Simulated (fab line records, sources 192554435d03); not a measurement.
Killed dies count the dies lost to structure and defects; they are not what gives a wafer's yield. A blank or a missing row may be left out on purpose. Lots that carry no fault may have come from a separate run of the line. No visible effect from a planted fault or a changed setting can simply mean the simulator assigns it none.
Matching of chambers	flow n5_finfet	N5_BEOL_M11_CMP_52 on cmp-02: 4 sister chambers
The step polishes, stops on SiCOH lowk, t overpolish 7 s, target thk 140 nm. 18 wafers are shown with their chamber, then 9 later ones without.

== WAFERS, EACH WITH ITS CHAMBER ==
wafer	chamber	motor_current_A (A)	time_to_endpoint_s (s)	barrier_field_endpoint_s (s)
L075.1	2	6.4	60	28.2
L075.2	0	5.4	58	28.9
L075.4	3	5.4	63	29.2
L077.1	1	5.2	61	28.6
L077.4	2	6.7	62	28.7
L077.6	2	6.5	66	28.4
L078.1	2	6.3	66	28.9
L078.3	3	5.2	66	28.3
L078.5	1	5.4	63	28.2
L079.3	1	5.4	61	27.1
L079.4	3	5.5	69	29.4
L079.6	3	5.3	69	28.1
L080.1	0	5.4	61	28.1
L080.2	3	5.1	67	29.4
L080.6	3	5.2	65	28.5
L082.1	0	5.3	55	27.0
L082.3	3	5.4	64	28.7
L082.6	1	5.3	57	27.8

SIGNATURES (means of the wafers above)
reading	chamber 0	chamber 1	chamber 2	chamber 3	scatter within a chamber
motor_current_A	5.367	5.325	6.475	5.300	0.131
time_to_endpoint_s	58.00	60.50	63.50	66.14	2.63
barrier_field_endpoint_s	28.000	27.925	28.550	28.800	0.601
Rule: a wafer lies at a distance from a chamber equal to the root of the sum of squares, over the readings, of (its reading less the chamber's mean, divided by the reading's scatter). The wafer belongs to the nearest chamber; if the next one is less than 2 further off, it can't be placed. The scatter: take each reading less its chamber's mean, square it, sum over the shown wafers, divide by the number of wafers less the number of chambers, and take the root.

== WAFERS WITH NO CHAMBER GIVEN ==
wafer	motor_current_A (A)	time_to_endpoint_s (s)	barrier_field_endpoint_s (s)
L084.1	5.2	60	27.7
L084.2	5.6	61	27.0
L084.5	6.9	65	29.2
L086.1	5.0	68	29.2
L086.2	6.7	63	28.7
L086.6	5.2	68	29.2
L093.1	5.2	61	28.1
L093.4	6.7	66	29.0
L093.6	5.4	62	28.2

== CHAMBER TAKEN BY EACH ==
wafer	from the rows above	in truth
L084.1	can't be placed: 1 or 0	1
L084.2	can't be placed: 1 or 0 or 3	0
L084.5	2	2
L086.1	can't be placed: 3 or 1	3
L086.2	2	2
L086.6	3	3
L093.1	can't be placed: 1 or 0 or 3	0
L093.4	2	2
L093.6	can't be placed: 1 or 0 or 3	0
Correct placement for 4 of the 9. Cannot be placed on the basis of these rows: 5; the candidates contain the true chamber in 5. 0 placed wrongly.
